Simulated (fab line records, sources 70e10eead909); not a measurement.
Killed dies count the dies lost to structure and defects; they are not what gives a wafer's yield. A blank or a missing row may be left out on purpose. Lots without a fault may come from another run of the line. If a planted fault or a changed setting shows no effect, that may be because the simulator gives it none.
fab line records    flow nandHarc
record: lots: 12  wafers: 36  lastDay: 25
route steps=1159 shown A_CONTACT@920 A_M1@1043 END@1159
lots with no fault: from the same line, run without faults
startH: the number of hours between the record's first day and the start of the first shown wafer of the lot    waitH: hours elapsed since this lot's preceding step    " same as the row above    L1.1+2: a single row standing in for several wafers    - no value, or no start was given    * or withheld: withheld    < > ~ a bound
route shown NAME@n: names a module that has steps shown in the file, with the first one's number in the route    usual: mean/standard deviation of fault-free wafers    same: alike in all rows    chamber/n: place in a boat    sites: readings site by site    _std_site: the standard deviation of these    _edge_site: outer sites' mean less inner sites'    radiusMm: for every site, how far away it sits from the centre of the wafer    mask NAME#n: copy n    behind: the tool/chamber that last shaped the wafer    hold: the reason the lot was held/the length of the hold in hours/how it ended    device: names the non-switching transistor (n, p or np)    end of line: at the end of the route, the tests of the same wafers    a step with no rows: only its recipe    killed: dies that structure and defects cost at the first sort, which is not the same as the wafer's yield    map: per-die view of a wafer (x killed, . not killed, _ where there is no die)
set.NAME: the setting that was run; set.NAME@STEP: the one run at that earlier step    model.NAME: the simulator's own value behind a step, which no gauge read
route steps across a sampled set of lots; one table per step, one row per wafer
services: when a tool's chamber went out of use (startH, in hours from the record's first day, below 0 if earlier), for how many hours, and the reason
== steps ==
step: NHARC_A_CONTACT_ETCH_106
recipe: targetDepthA: 600  overetchA: 60  timeS: 33  ionEnergyEv: 100  cf4FlowSccm: 80  o2FlowSccm: 20  arFlowSccm: 0  rfW: 300  biasW: 100  chemistry: CF4/O2
usual: drypumpMotorCurrentA: 5.7/0.44  oesProductAu: 0.998/0.012  rfVppV: 197.4/1.6  showerheadPlenumPTorr: 1.32/0.068  throttleValvePct: 13.398/0.0094
lot.wafer  tool        chamber  startH  waitH  drypumpMotorCurrentA  oesProductAu  rfHoursCounterH  rfVppV  showerheadPlenumPTorr  throttleValvePct
L387.3     rieDiel-03  0        387.86  0.1    5.9                   0.993         30               195.7   1.30                   13.401
L387.6     "           0        "       "      5.9                   1.000         -                196.4   1.30                   13.411
L387.5     "           1        "       "      5.4                   0.997         -                199.2   1.42                   13.401
L384.4     rieDiel-03  1        388.56  0.1    5.4                   1.002         29               199.3   1.42                   13.400
L384.6     "           3        "       "      6.5                   1.010         -                196.7   1.27                   13.382
L384.5     "           0        "       "      5.9                   0.997         -                196.4   1.30                   13.409
L385.1     rieDiel-08  0        394.34  0.1    5.4                   0.998         28               195.3   1.27                   13.391
L385.4     "           1        "       "      6.0                   1.012         33               196.0   1.25                   13.402
L385.6     "           0        "       "      5.4                   0.995         -                197.3   1.27                   13.399
L386.3     rieDiel-03  3        406.75  0.1    6.5                   1.000         1                195.5   1.27                   13.393
L386.6     "           0        "       "      5.8                   1.006         -                196.6   1.30                   13.402
L386.5     "           1        "       "      5.4                   1.004         -                199.9   1.42                   13.398
L391.4     rieDiel-03  3        429.86  0.1    6.5                   1.003         4                194.8   1.27                   13.403
L391.3     "           2        "       "      5.9                   0.998         4                199.5   1.34                   13.386
L391.5     "           3        "       "      6.5                   1.011         -                197.5   1.27                   13.393
L393.1     rieDiel-03  2        442.46  0.1    5.8                   0.989         7                198.4   1.34                   13.397
L393.2     "           0        "       "      5.8                   0.986         7                196.9   1.30                   13.395
L393.6     "           1        "       "      5.4                   1.010         -                199.8   1.42                   13.406
L392.2     rieDiel-13  1        446.63  0.1    6.0                   0.974         64               197.6   1.29                   13.399
L392.3     "           3        "       "      6.1                   0.990         61               199.8   1.42                   13.396
L392.5     "           1        "       "      6.0                   0.984         -                198.2   1.29                   13.406
L398.1     rieDiel-08  1        474.53  0.1    6.0                   1.015         67               196.5   1.24                   13.395
L398.4     "           3        "       "      5.3                   1.016         64               196.3   1.23                   13.400
L398.5     "           2        "       "      5.0                   0.991         -                196.4   1.25                   13.410
L403.2     rieDiel-13  2        479.94  0.1    5.0                   0.993         6                196.3   1.30                   13.402
L403.3     "           3        "       "      6.1                   0.977         8                198.9   1.42                   13.412
L403.5     "           3        "       "      6.1                   0.979         -                200.7   1.42                   13.414
L400.2     rieDiel-03  3        483.38  0.1    6.5                   1.000         16               196.6   1.27                   13.406
L400.3     "           0        "       "      5.8                   1.002         12               195.8   1.29                   13.400
L400.5     "           3        "       "      6.5                   0.999         -                196.6   1.27                   13.412
L401.3     rieDiel-08  2        489.78  0.3    5.0                   1.006         1                196.2   1.26                   13.386
L401.6     "           3        "       "      5.3                   1.003         -                199.1   1.45                   13.386
L401.5     "           0        "       "      5.4                   0.989         -                196.5   1.26                   13.414
L405.3     rieDiel-08  3        526.09  0.1    5.3                   0.995         17               200.4   1.44                   13.384
L405.5     "           3        "       "      5.3                   1.000         -                200.2   1.44                   13.385
L405.6     "           0        "       "      5.4                   0.991         -                195.4   1.26                   13.400
step: NHARC_A_M1_STRIP_18
recipe: powerW: 1000  n2FlowSccm: 150  h2FlowSccm: 150  arFlowSccm: 0  biasW: 0  chemistry: N2/H2
usual: drypumpMotorCurrentA: 5.8/0.52  oesProductAu: 1.002/0.011  rfVppV: 90.9/0.93  showerheadPlenumPTorr: 2.05/0.082  throttleValvePct: 14.171/0.009
lot.wafer  tool        chamber  startH  waitH  drypumpMotorCurrentA  oesProductAu  rfHoursCounterH  rfVppV  showerheadPlenumPTorr  throttleValvePct
L387.3     rieDiel-09  3        407.30  0.1    5.7                   0.999         8                92.8    2.15                   14.170
L387.5     "           3        "       "      5.7                   1.010         -                90.6    2.15                   14.162
L387.6     "           2        "       "      6.5                   0.995         -                89.9    2.01                   14.171
L384.6     rieDiel-09  0        410.55  0.2    5.6                   1.006         -                91.0    1.92                   14.170
L384.4     "           2        "       "      6.5                   1.000         -                90.5    2.01                   14.160
L384.5     "           3        "       "      5.7                   1.011         -                92.8    2.15                   14.175
L385.4     rieDiel-12  0        414.27  0.1    6.0                   1.006         2                91.6    2.09                   14.167
L385.1     "           1        "       "      6.5                   0.992         2                90.6    2.12                   14.180
L385.6     "           0        "       "      6.0                   0.994         -                91.8    2.09                   14.168
L386.3     rieDiel-10  2        429.47  0.1    5.0                   1.038         2                90.6    1.96                   14.176
L386.5     "           2        "       "      5.0                   1.037         -                89.7    1.96                   14.170
L386.6     "           3        "       "      5.4                   1.003         -                92.4    2.20                   14.160
L391.4     rieDiel-12  3        456.55  0.1    6.2                   1.005         6                91.3    2.01                   14.161
L391.3     "           2        "       "      5.0                   1.006         6                89.4    2.00                   14.164
L391.5     "           0        "       "      6.0                   1.009         -                91.7    2.09                   14.169
L393.1     rieDiel-10  2        461.14  0.1    5.1                   1.031         2                90.6    1.96                   14.180
L393.2     "           3        "       "      5.4                   0.987         2                92.2    2.20                   14.176
L393.6     "           3        "       "      5.4                   0.989         -                90.0    2.20                   14.166
L392.3     rieDiel-09  1        466.06  0.1    5.7                   0.996         2                92.0    2.06                   14.176
L392.2     "           2        "       "      6.5                   1.006         2                91.7    2.01                   14.163
L392.5     "           0        "       "      5.5                   1.003         -                89.3    1.92                   14.162
L398.4     rieDiel-10  1        500.40  0.1    5.8                   0.985         3                90.4    2.09                   14.159
L398.1     "           2        "       "      4.9                   1.014         3                89.7    1.96                   14.171
L398.5     "           1        "       "      5.8                   0.986         -                92.1    2.09                   14.179
L403.2     rieDiel-12  0        514.75  0.1    6.0                   1.005         11               91.3    2.09                   14.172
L403.3     "           2        "       "      5.0                   0.997         11               89.9    2.00                   14.170
L403.5     "           1        "       "      6.5                   1.002         -                90.3    2.12                   14.191
L400.2     rieDiel-09  3        515.17  0.1    5.7                   1.002         5                91.6    2.15                   14.182
L400.3     "           0        "       "      5.6                   1.005         5                90.8    1.91                   14.179
L400.5     "           1        "       "      5.8                   0.995         -                90.7    2.05                   14.151
L401.3     rieDiel-09  3        523.34  0.1    5.7                   1.010         6                92.4    2.15                   14.175
L401.5     "           2        "       "      6.5                   1.010         -                90.6    2.01                   14.182
L401.6     "           3        "       "      5.7                   1.005         -                91.3    2.15                   14.186
L405.3     rieDiel-12  2        554.17  0.1    5.0                   0.997         15               91.2    2.00                   14.180
L405.6     "           1        "       "      6.5                   0.990         -                90.8    2.12                   14.155
L405.5     "           2        "       "      5.0                   1.003         -                90.5    2.00                   14.164
step: NHARC_A_M1_ETCH_28
recipe: targetDepthA: 300  overEtchFrac: 0.3  timeS: 72.99  ionEnergyEv: 150  cf4FlowSccm: 50  n2FlowSccm: 100  arFlowSccm: 150  rfW: 300  biasW: 100  chemistry: CF4/N2
usual: drypumpMotorCurrentA: 5.7/0.51  oesProductAu: 1.002/0.012  rfVppV: 314.4/1.9  showerheadPlenumPTorr: 2.64/0.099  throttleValvePct: 19.795/0.01
lot.wafer  tool        chamber  startH  waitH  drypumpMotorCurrentA  oesProductAu  rfHoursCounterH  rfVppV  showerheadPlenumPTorr  throttleValvePct
L387.3     rieDiel-09  3        -       -      5.7                   1.002         8                316.8   2.76                   19.788
L387.6     "           3        "       "      5.7                   1.008         -                317.3   2.76                   19.806
L387.5     "           1        "       "      5.8                   0.996         -                315.4   2.65                   19.791
L384.4     rieDiel-09  3        -       -      5.7                   1.007         -                315.2   2.76                   19.789
L384.5     "           0        "       "      5.5                   1.018         -                311.0   2.48                   19.807
L384.6     "           2        "       "      6.5                   0.996         -                312.9   2.59                   19.775
L385.4     rieDiel-12  0        -       -      5.9                   0.993         2                316.4   2.69                   19.790
L385.1     "           2        "       "      4.9                   1.011         2                312.5   2.58                   19.815
L385.6     "           1        "       "      6.5                   0.990         -                315.2   2.72                   19.807
L386.3     rieDiel-10  0        -       -      5.1                   0.991         1                312.8   2.50                   19.793
L386.6     "           3        "       "      5.4                   0.998         -                315.8   2.82                   19.789
L386.5     "           0        "       "      5.1                   1.005         -                311.6   2.50                   19.808
L391.4     rieDiel-12  0        -       -      5.9                   1.005         6                314.7   2.69                   19.791
L391.3     "           1        "       "      6.5                   0.995         6                315.5   2.72                   19.799
L391.5     "           1        "       "      6.5                   0.992         -                315.7   2.72                   19.783
L393.2     rieDiel-10  3        -       -      5.4                   0.994         2                316.7   2.82                   19.786
L393.1     "           1        "       "      5.8                   0.987         2                316.3   2.69                   19.784
L393.6     "           3        "       "      5.4                   0.980         -                316.8   2.82                   19.792
L392.3     rieDiel-09  3        -       -      5.7                   1.018         2                314.7   2.76                   19.789
L392.2     "           1        "       "      5.8                   1.002         2                314.5   2.64                   19.805
L392.5     "           3        "       "      5.7                   1.008         -                316.7   2.76                   19.785
L398.1     rieDiel-10  1        -       -      5.8                   0.981         3                315.4   2.69                   19.795
L398.4     "           3        "       "      5.4                   0.970         3                317.6   2.82                   19.809
L398.5     "           1        "       "      5.8                   0.985         -                316.6   2.69                   19.782
L403.3     rieDiel-12  0        -       -      6.0                   1.006         11               315.4   2.69                   19.784
L403.2     "           1        "       "      6.5                   1.010         12               316.2   2.72                   19.784
L403.5     "           1        "       "      6.5                   1.000         -                316.5   2.72                   19.783
L400.2     rieDiel-09  2        -       -      6.5                   1.002         6                313.2   2.59                   19.784
L400.3     "           3        "       "      5.7                   0.998         5                317.9   2.76                   19.808
L400.5     "           0        "       "      5.5                   0.993         -                311.6   2.48                   19.808
L401.3     rieDiel-09  1        -       -      5.8                   0.986         6                314.1   2.64                   19.765
L401.6     "           2        "       "      6.5                   1.003         -                313.0   2.59                   19.794
L401.5     "           3        "       "      5.7                   1.001         -                317.2   2.76                   19.793
L405.3     rieDiel-12  1        -       -      6.6                   1.001         16               313.6   2.72                   19.793
L405.5     "           2        "       "      5.0                   1.004         -                312.7   2.57                   19.790
L405.6     "           3        "       "      6.3                   0.995         -                313.5   2.59                   19.793
step: NHARC_A_M1_ANNEAL_31
recipe: tempC: 225  timeS: 90
usual: wafer_temp_C_max: 226.0/0.38
lot.wafer  tool          chamber  startH  waitH  wafer_temp_C_max
L387.3     rtpAnneal-02  0        408.96  -      225.5
L387.5     "             0        "       "      225.7
L387.6     "             0        "       "      225.8
L384.4     rtpAnneal-01  0        412.06  0.3    226.0
L384.5     "             0        "       "      226.5
L384.6     "             0        "       "      226.5
L385.1     rtpAnneal-01  0        415.67  0.3    225.8
L385.4     "             0        "       "      226.1
L385.6     "             0        "       "      225.8
L386.3     rtpAnneal-01  0        431.19  -      226.0
L386.5     "             0        "       "      226.0
L386.6     "             0        "       "      226.2
L391.3     rtpAnneal-01  0        458.04  -      226.8
L391.4     "             0        "       "      226.9
L391.5     "             0        "       "      226.6
L393.1     rtpAnneal-01  0        462.62  -      226.5
L393.2     "             0        "       "      226.8
L393.6     "             0        "       "      225.9
L392.2     rtpAnneal-02  0        467.62  -      225.4
L392.3     "             0        "       "      225.7
L392.5     "             0        "       "      226.1
L398.1     rtpAnneal-02  0        501.76  0.3    225.5
L398.4     "             0        "       "      225.4
L398.5     "             0        "       "      225.9
L403.2     rtpAnneal-01  0        516.20  0.3    226.9
L403.3     "             0        "       "      226.0
L403.5     "             0        "       "      226.0
L400.2     rtpAnneal-02  0        516.59  0.4    225.5
L400.3     "             0        "       "      225.8
L400.5     "             0        "       "      225.8
L401.3     rtpAnneal-01  0        524.87  -      226.0
L401.5     "             0        "       "      226.3
L401.6     "             0        "       "      226.0
L405.3     rtpAnneal-02  0        555.63  0.3    225.9
L405.5     "             0        "       "      225.5
L405.6     "             0        "       "      225.5
step: NHARC_END_SORT_01
recipe: tempC: 25
usual: killedAtArray: 27/11  killedAtOther: 0.7/1.1  killedAtPeriphery: 3.6/2.4  killedDies: 32/11  killedOpen: 3.3/1.8  killedShort: 2.1/1.5
same: grossDies: 677
lot.wafer  tool       chamber  startH  waitH  killedAtArray  killedAtOther  killedAtPeriphery  killedDies  killedOpen  killedShort
L400.2     prober-01  0        552.99  2.8    100            0              4                  104         5           1
L400.3     prober-01  0        553.79  3.1    14             0              0                  14          2           2
L400.5     prober-01  0        555.38  3.7    98             2              8                  108         4           1
killed by level:class
L400.2 A_CONTACT:unspecified=85 A_CHANNEL_HOLE_D1:chamberFilmFlake=5 A_ZERO_WELL:chamberFilmFlake=3 A_STAIRCASE:chamberFilmFlake=2 A_CONTACT:chamberFilmFlake=2 P_GATE:geometricParticle:open=1 P_M0:geometricParticle:open=1 P_M1:geometricParticle:open=1
L400.3 A_CHANNEL_HOLE_D1:chamberFilmFlake=4 A_STAIRCASE:chamberFilmFlake=4 A_ONON_D1:geometricParticle:short=1 A_CHANNEL_FILL_D1:geometricParticle:short=1 A_CHANNEL_FILL_D1:geometricParticle:open=1 A_WL_FILL:geometricParticle:open=1 A_ZERO_WELL:chamberFilmFlake=1 A_CONTACT:chamberFilmFlake=1
L400.5 A_CONTACT:unspecified=89 A_CONTACT:chamberFilmFlake=5 P_M0:geometricParticle:open=4 A_STAIRCASE:chamberFilmFlake=2 THIN_TSV:chamberFilmFlake=2 P_M0:geometricParticle:short=1 P_ZERO_WELL:chamberFilmFlake=1 P_M0:chamberFilmFlake=1
== services ==
tool        chamber  startH  hours  kind
rieDiel-12  0        369.42  7.2    repair
rieDiel-12  -        379.43  9.0    pm
rieDiel-09  0        385.91  -      clean
rieDiel-09  2        387.33  7.3    repair
rieDiel-10  0        389.63  13.2   repair
rieDiel-03  -        392.31  9.0    pm
rieDiel-09  0        404.31  5.1    repair
rieDiel-09  1        409.94  12.6   repair
rieDiel-09  -        431.41  9.0    pm
rieDiel-10  -        434.32  15.4   repair
rieDiel-03  0        443.50  13.9   repair
rieDiel-13  -        453.05  9.0    pm
rieDiel-03  3        454.87  3.4    repair
rieDiel-12  0        456.85  7.4    repair
rieDiel-10  0        456.87  8.5    repair
rieDiel-08  -        478.98  9.0    pm
rieDiel-13  3        489.67  2.4    repair
rieDiel-12  3        500.90  7.7    repair
rieDiel-09  0        517.63  18.2   repair
rieDiel-13  0        525.76  2.4    repair
rieDiel-10  -        530.51  9.0    pm
rieDiel-13  1        545.22  10.3   repair
rieDiel-08  -        553.78  0.3    repair
rieDiel-09  3        554.10  1.6    repair
== key ==
firstSign: step: NHARC_END_SORT_01  reading: killedDies  direction: up  sigmas: 6.8  usual: 32  struck: 106
effect: step: NHARC_END_SORT_01  reading: killedAtArray  direction: up  sigmas: 6.6  usual: 27  struck: 99
moreKillsBornAt: NHARC_A_CONTACT_ETCH_106@rieDiel-03: 174
metAt NHARC_A_CONTACT_ETCH_106
struckLots L400
struckWafers L400.2,L400.5
testerLeftOut L400
notActingAt NHARC_A_M1_STRIP_18,NHARC_A_M1_ETCH_28,NHARC_A_M1_ANNEAL_31
onsetBetween 429.86 483.38
fault: kind: chamberParticleSource  tool: rieDiel-03  chamber: 3  onsetH: 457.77  steps: NHARC_A_CONTACT_ETCH_106  ratePerVisitCm2: 0.7864  endH: 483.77
testerLeftOut: of these lots the tester's yield and bins aren't shown, on N5 and GAA mostly nor the transistor test; their killed dies are dies lost to structure and defects alone, not to doping, threshold or leakage, so they don't give the yield
